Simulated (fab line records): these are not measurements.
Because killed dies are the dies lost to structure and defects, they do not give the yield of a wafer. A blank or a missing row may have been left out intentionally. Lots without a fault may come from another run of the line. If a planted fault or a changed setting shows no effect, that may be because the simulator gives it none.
Matching of chambers + flow n5-finfet + cvd-co-02 running N5_BEOL_M3_PRE_CLEAN_60: 3 sister chambers
The step time 15 s. 3 wafers are shown with their chamber, then 12 later ones without.

WAFERS WITH THEIR CHAMBER
| wafer  | chamber | heater-power-w (W) |
|--------|---------|--------------------|
| L090.3 | 2       | 98                 |
| L090.4 | 0       | 84                 |
| L090.6 | 1       | 73                 |

WAFERS WHOSE CHAMBER IS MISSING
| wafer  | heater-power-w (W) |
|--------|--------------------|
| L089.3 | 83                 |
| L089.5 | 100                |
| L089.6 | 84                 |
| L091.2 | 74                 |
| L091.3 | 84                 |
| L091.6 | 98                 |
| L094.1 | 75                 |
| L094.2 | 84                 |
| L094.4 | 83                 |
| L096.3 | 83                 |
| L096.5 | 84                 |
| L096.6 | 100                |

THE CHAMBER EACH PASSED THROUGH
| wafer  | from the rows above | in truth |
|--------|---------------------|----------|
| L089.3 | 0                   | 0        |
| L089.5 | 2                   | 2        |
| L089.6 | 0                   | 0        |
| L091.2 | 1                   | 1        |
| L091.3 | 0                   | 0        |
| L091.6 | 2                   | 2        |
| L094.1 | 1                   | 1        |
| L094.2 | 0                   | 0        |
| L094.4 | 0                   | 0        |
| L096.3 | 0                   | 0        |
| L096.5 | 0                   | 0        |
| L096.6 | 2                   | 2        |
Correctly placed: 12 of 12. From these rows, 0 cannot be placed. Number placed wrongly: 0.
How it was worked out, from the rows above alone: a wafer's distance from a chamber is the root of the sum, over the readings, of the square of ((its reading less the chamber's mean) divided by the reading's scatter). The wafer belongs to the nearest chamber; if the next one is less than 2 further off, it can't be placed. A chamber's mean is the mean of its shown wafers. The scatter (one wafer shown for each chamber): square how far every hidden wafer sits from the nearest shown wafer, average those squares and take the square root.
